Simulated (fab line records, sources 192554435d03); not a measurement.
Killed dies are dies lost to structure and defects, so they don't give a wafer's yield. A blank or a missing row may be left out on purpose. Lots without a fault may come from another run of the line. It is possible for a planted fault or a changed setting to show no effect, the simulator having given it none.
The tool behind it: which one? / flow n5_finfet / Sampling: 24 lots, 72 wafers, 3 of 1938 route steps

## WHAT THE GAUGES READ, wafer by wafer
N5_BEOL_M14_OVL_MEAS_29. Usual: M14_OVL typically reads 3 nm, with standard deviation 5.
lot=L074; measured=day 11 08:16; on=overlay-02; M14_OVL (nm)=17 8 13; flag=
lot=L075; measured=day 11 14:43; on=overlay-02; M14_OVL (nm)=1 10 8; flag=
lot=L076; measured=day 12 05:19; on=overlay-01; M14_OVL (nm)=6 6 -1; flag=
lot=L080; measured=day 12 11:31; on=overlay-02; M14_OVL (nm)=3 0 5; flag=
lot=L079; measured=day 12 16:40; on=overlay-01; M14_OVL (nm)=-4 3 0; flag=
lot=L077; measured=day 12 21:42; on=overlay-02; M14_OVL (nm)=-4 -2 -6; flag=
lot=L081; measured=day 12 22:27; on=overlay-02; M14_OVL (nm)=8 -1 5; flag=
lot=L078; measured=day 12 23:47; on=overlay-02; M14_OVL (nm)=6 1 11; flag=
lot=L082; measured=day 13 06:26; on=overlay-01; M14_OVL (nm)=7 -4 1; flag=
lot=L083; measured=day 13 14:44; on=overlay-02; M14_OVL (nm)=4 6 5; flag=
lot=L084; measured=day 13 21:17; on=overlay-02; M14_OVL (nm)=5 3 4; flag=
lot=L085; measured=day 14 12:38; on=overlay-02; M14_OVL (nm)=-2 3 6; flag=
lot=L087; measured=day 14 13:07; on=overlay-02; M14_OVL (nm)=13 9 10; flag=
lot=L089; measured=day 14 21:37; on=overlay-01; M14_OVL (nm)=5 6 3; flag=
lot=L086; measured=day 14 22:16; on=overlay-02; M14_OVL (nm)=-3 -10 -3; flag=
lot=L091; measured=day 14 23:59; on=overlay-02; M14_OVL (nm)=6 -1 1; flag=
lot=L090; measured=day 15 01:17; on=overlay-01; M14_OVL (nm)=0 -2 5; flag=
lot=L088; measured=day 15 04:32; on=overlay-02; M14_OVL (nm)=-6 -1 3; flag=
lot=L093; measured=day 15 11:41; on=overlay-01; M14_OVL (nm)=6 2 10; flag=
lot=L094; measured=day 16 07:17; on=overlay-02; M14_OVL (nm)=3 3 3; flag=
lot=L092; measured=day 16 07:57; on=overlay-02; M14_OVL (nm)=3 -4 1; flag=
lot=L096; measured=day 17 02:36; on=overlay-02; M14_OVL (nm)=-3 2 1; flag=
lot=L097; measured=day 17 09:08; on=overlay-02; M14_OVL (nm)=1 6 -1; flag=
lot=L095; measured=day 17 11:46; on=overlay-02; M14_OVL (nm)=-1 -2 -7; flag=

N5_BEOL_M14_OCD_MEAS_35. Usual: trench_depth_nm 562 nm, standard deviation 10.
lot=L074; measured=day 11 09:04; on=ocd-02; trench_depth_nm (nm)=561 566 531; flag=
lot=L075; measured=day 11 15:24; on=ocd-02; trench_depth_nm (nm)=555 561 580; flag=
lot=L076; measured=day 12 05:59; on=ocd-02; trench_depth_nm (nm)=576 556 579; flag=
lot=L080; measured=day 12 12:15; on=ocd-01; trench_depth_nm (nm)=572 554 563; flag=
lot=L079; measured=day 12 17:26; on=ocd-02; trench_depth_nm (nm)=565 575 558; flag=
lot=L077; measured=day 12 22:22; on=ocd-01; trench_depth_nm (nm)=572 574 558; flag=
lot=L081; measured=day 12 23:07; on=ocd-02; trench_depth_nm (nm)=581 542 576; flag=
lot=L078; measured=day 13 00:27; on=ocd-02; trench_depth_nm (nm)=562 562 580; flag=
lot=L082; measured=day 13 07:17; on=ocd-02; trench_depth_nm (nm)=569 552 574; flag=
lot=L083; measured=day 13 15:31; on=ocd-01; trench_depth_nm (nm)=573 562 576; flag=
lot=L084; measured=day 13 22:02; on=ocd-02; trench_depth_nm (nm)=579 563 578; flag=
lot=L085; measured=day 14 13:18; on=ocd-01; trench_depth_nm (nm)=570 564 556; flag=
lot=L087; measured=day 14 13:53; on=ocd-02; trench_depth_nm (nm)=554 563 565; flag=
lot=L089; measured=day 14 22:53; on=ocd-01; trench_depth_nm (nm)=563 581 585; flag=
lot=L086; measured=day 14 23:43; on=ocd-02; trench_depth_nm (nm)=560 569 550; flag=
lot=L091; measured=day 15 02:58; on=ocd-02; trench_depth_nm (nm)=562 562 570; flag=
lot=L090; measured=day 15 03:36; on=ocd-02; trench_depth_nm (nm)=583 580 548; flag=
lot=L088; measured=day 15 05:13; on=ocd-01; trench_depth_nm (nm)=556 556 551; flag=
lot=L093; measured=day 15 12:21; on=ocd-02; trench_depth_nm (nm)=568 554 567; flag=
lot=L094; measured=day 16 08:10; on=ocd-01; trench_depth_nm (nm)=562 554 558; flag=
lot=L092; measured=day 16 09:38; on=ocd-01; trench_depth_nm (nm)=560 558 553; flag=
lot=L096; measured=day 17 04:23; on=ocd-01; trench_depth_nm (nm)=560 566 566; flag=
lot=L097; measured=day 17 09:48; on=ocd-02; trench_depth_nm (nm)=554 550 556; flag=
lot=L095; measured=day 17 12:26; on=ocd-01; trench_depth_nm (nm)=545 574 568; flag=

## WHICH TOOL RAN EACH LOT (tool, then ch and the chambers of the sampled wafers, then the start)
lot=L074; N5_BEOL_M13_DESCUM_33=rie_diel-02 ch 0,2,3, day 11 03:56
lot=L075; N5_BEOL_M13_DESCUM_33=rie_diel-01 ch 1,2,3, day 11 08:03
lot=L076; N5_BEOL_M13_DESCUM_33=rie_diel-03 ch 0,2, day 12 00:16
lot=L080; N5_BEOL_M13_DESCUM_33=rie_diel-02 ch 2,3, day 12 04:41
lot=L079; N5_BEOL_M13_DESCUM_33=rie_diel-02 ch 0,1,2, day 12 06:38
lot=L077; N5_BEOL_M13_DESCUM_33=rie_diel-02 ch 0,2,3, day 12 15:26
lot=L081; N5_BEOL_M13_DESCUM_33=rie_diel-02 ch 0,1, day 12 17:35
lot=L078; N5_BEOL_M13_DESCUM_33=rie_diel-03 ch 1,2, day 12 17:49
lot=L082; N5_BEOL_M13_DESCUM_33=rie_diel-03 ch 1,2, day 12 19:20
lot=L083; N5_BEOL_M13_DESCUM_33=rie_diel-02 ch 1,3, day 13 07:05
lot=L084; N5_BEOL_M13_DESCUM_33=rie_diel-02 ch 0,2,3, day 13 15:29
lot=L085; N5_BEOL_M13_DESCUM_33=rie_diel-01 ch 0,1,3, day 14 04:25
lot=L087; N5_BEOL_M13_DESCUM_33=rie_diel-01 ch 2,3, day 14 06:53
lot=L089; N5_BEOL_M13_DESCUM_33=rie_diel-03 ch 1,2, day 14 16:13
lot=L086; N5_BEOL_M13_DESCUM_33=rie_diel-02 ch 0,2,3, day 14 16:21
lot=L091; N5_BEOL_M13_DESCUM_33=rie_diel-03 ch 1,2, day 14 18:53
lot=L090; N5_BEOL_M13_DESCUM_33=rie_diel-01 ch 0,1, day 14 19:56
lot=L088; N5_BEOL_M13_DESCUM_33=rie_diel-03 ch 0,2, day 14 23:14
lot=L093; N5_BEOL_M13_DESCUM_33=rie_diel-03 ch 2,3, day 15 05:18
lot=L094; N5_BEOL_M13_DESCUM_33=rie_diel-02 ch 0,2, day 16 01:39
lot=L092; N5_BEOL_M13_DESCUM_33=rie_diel-02 ch 0,1, day 16 02:40
lot=L096; N5_BEOL_M13_DESCUM_33=rie_diel-01 ch 0,3, day 16 21:40
lot=L097; N5_BEOL_M13_DESCUM_33=rie_diel-03 ch 0,1,2, day 17 02:47
lot=L095; N5_BEOL_M13_DESCUM_33=rie_diel-03 ch 1,2,3, day 17 03:25
- N5_BEOL_M13_DESCUM_33: chemistry O2, time 7.9 s.

## WHAT THE TOOLS THEMSELVES READ (means of the sampled wafers that have a number; where no wafer has one, the mark that the record gives instead)
N5_BEOL_M13_DESCUM_33. Usual: drypump_motor_current_A 5.6 A, standard deviation 0.5; oes_product_au 0.74 a.u., standard deviation 0.063; rf_vpp_V 243.3 V, standard deviation 1.7; showerhead_plenum_p_Torr 2.10 Torr, standard deviation 0.09; throttle_valve_pct 20.54 %, standard deviation 0.24.
lot=L074; tool=rie_diel-02; drypump_motor_current_A (A)=5.6; oes_product_au (a.u.)=0.77; rf_vpp_V (V)=243.4; showerhead_plenum_p_Torr (Torr)=2.06; throttle_valve_pct (%)=20.56; flag=
lot=L075; tool=rie_diel-01; drypump_motor_current_A (A)=5.3; oes_product_au (a.u.)=0.83; rf_vpp_V (V)=243.8; showerhead_plenum_p_Torr (Torr)=2.17; throttle_valve_pct (%)=20.56; flag=
lot=L076; tool=rie_diel-03; drypump_motor_current_A (A)=5.7; oes_product_au (a.u.)=0.72; rf_vpp_V (V)=243.4; showerhead_plenum_p_Torr (Torr)=2.10; throttle_valve_pct (%)=20.53; flag=
lot=L080; tool=rie_diel-02; drypump_motor_current_A (A)=5.9; oes_product_au (a.u.)=0.77; rf_vpp_V (V)=242.3; showerhead_plenum_p_Torr (Torr)=2.02; throttle_valve_pct (%)=20.66; flag=
lot=L079; tool=rie_diel-02; drypump_motor_current_A (A)=5.4; oes_product_au (a.u.)=0.72; rf_vpp_V (V)=241.4; showerhead_plenum_p_Torr (Torr)=1.99; throttle_valve_pct (%)=20.51; flag=
lot=L077; tool=rie_diel-02; drypump_motor_current_A (A)=5.7; oes_product_au (a.u.)=0.77; rf_vpp_V (V)=242.4; showerhead_plenum_p_Torr (Torr)=2.06; throttle_valve_pct (%)=20.59; flag=
lot=L081; tool=rie_diel-02; drypump_motor_current_A (A)=5.2; oes_product_au (a.u.)=0.70; rf_vpp_V (V)=243.0; showerhead_plenum_p_Torr (Torr)=2.03; throttle_valve_pct (%)=20.45; flag=
lot=L078; tool=rie_diel-03; drypump_motor_current_A (A)=6.1; oes_product_au (a.u.)=0.71; rf_vpp_V (V)=243.9; showerhead_plenum_p_Torr (Torr)=2.13; throttle_valve_pct (%)=20.40; flag=
lot=L082; tool=rie_diel-03; drypump_motor_current_A (A)=6.1; oes_product_au (a.u.)=0.71; rf_vpp_V (V)=243.9; showerhead_plenum_p_Torr (Torr)=2.13; throttle_valve_pct (%)=20.40; flag=
lot=L083; tool=rie_diel-02; drypump_motor_current_A (A)=5.4; oes_product_au (a.u.)=0.76; rf_vpp_V (V)=244.0; showerhead_plenum_p_Torr (Torr)=2.11; throttle_valve_pct (%)=20.25; flag=
lot=L084; tool=rie_diel-02; drypump_motor_current_A (A)=5.6; oes_product_au (a.u.)=0.76; rf_vpp_V (V)=242.3; showerhead_plenum_p_Torr (Torr)=2.06; throttle_valve_pct (%)=20.60; flag=
lot=L085; tool=rie_diel-01; drypump_motor_current_A (A)=5.7; oes_product_au (a.u.)=0.74; rf_vpp_V (V)=243.7; showerhead_plenum_p_Torr (Torr)=2.15; throttle_valve_pct (%)=20.67; flag=
lot=L087; tool=rie_diel-01; drypump_motor_current_A (A)=5.1; oes_product_au (a.u.)=0.77; rf_vpp_V (V)=243.2; showerhead_plenum_p_Torr (Torr)=2.12; throttle_valve_pct (%)=20.57; flag=
lot=L089; tool=rie_diel-03; drypump_motor_current_A (A)=5.6; oes_product_au (a.u.)=0.70; rf_vpp_V (V)=243.1; showerhead_plenum_p_Torr (Torr)=2.10; throttle_valve_pct (%)=20.59; flag=
lot=L086; tool=rie_diel-02; drypump_motor_current_A (A)=5.6; oes_product_au (a.u.)=0.75; rf_vpp_V (V)=243.2; showerhead_plenum_p_Torr (Torr)=2.05; throttle_valve_pct (%)=20.61; flag=
lot=L091; tool=rie_diel-03; drypump_motor_current_A (A)=6.1; oes_product_au (a.u.)=0.70; rf_vpp_V (V)=245.0; showerhead_plenum_p_Torr (Torr)=2.13; throttle_valve_pct (%)=20.42; flag=
lot=L090; tool=rie_diel-01; drypump_motor_current_A (A)=5.9; oes_product_au (a.u.)=0.76; rf_vpp_V (V)=245.1; showerhead_plenum_p_Torr (Torr)=2.19; throttle_valve_pct (%)=20.70; flag=
lot=L088; tool=rie_diel-03; drypump_motor_current_A (A)=5.7; oes_product_au (a.u.)=0.70; rf_vpp_V (V)=242.6; showerhead_plenum_p_Torr (Torr)=2.09; throttle_valve_pct (%)=20.57; flag=
lot=L093; tool=rie_diel-03; drypump_motor_current_A (A)=6.2; oes_product_au (a.u.)=0.72; rf_vpp_V (V)=244.5; showerhead_plenum_p_Torr (Torr)=2.16; throttle_valve_pct (%)=20.34; flag=
lot=L094; tool=rie_diel-02; drypump_motor_current_A (A)=5.8; oes_product_au (a.u.)=0.72; rf_vpp_V (V)=241.4; showerhead_plenum_p_Torr (Torr)=1.96; throttle_valve_pct (%)=20.80; flag=
lot=L092; tool=rie_diel-02; drypump_motor_current_A (A)=5.2; oes_product_au (a.u.)=0.81; rf_vpp_V (V)=243.9; showerhead_plenum_p_Torr (Torr)=2.11; throttle_valve_pct (%)=20.39; flag=
lot=L096; tool=rie_diel-01; drypump_motor_current_A (A)=5.9; oes_product_au (a.u.)=0.69; rf_vpp_V (V)=243.8; showerhead_plenum_p_Torr (Torr)=2.12; throttle_valve_pct (%)=20.66; flag=
lot=L097; tool=rie_diel-03; drypump_motor_current_A (A)=5.6; oes_product_au (a.u.)=0.70; rf_vpp_V (V)=242.8; showerhead_plenum_p_Torr (Torr)=2.09; throttle_valve_pct (%)=20.62; flag=
lot=L095; tool=rie_diel-03; drypump_motor_current_A (A)=5.9; oes_product_au (a.u.)=0.70; rf_vpp_V (V)=243.9; showerhead_plenum_p_Torr (Torr)=2.13; throttle_valve_pct (%)=20.55; flag=

## THE ANSWER, worked out from the rows above alone
Rule: a lot is off if the mean of its wafers that have a number lies more than 3 standard deviations from the usual mean. Also off: a lot with no number at a reading for which 4 or more lots have one. Where the step has rows for the other lots, those lots are counted as sound. First the gauges in route order, then the tools' own readings, where a lot's mean is used as printed above. At the first step where some lot is off, the reading lying furthest off is the one used; lots without a number count as furthest.
Nothing can be told from this: no lot is off at any reading shown.

## WHAT THE SIMULATOR PUT IN
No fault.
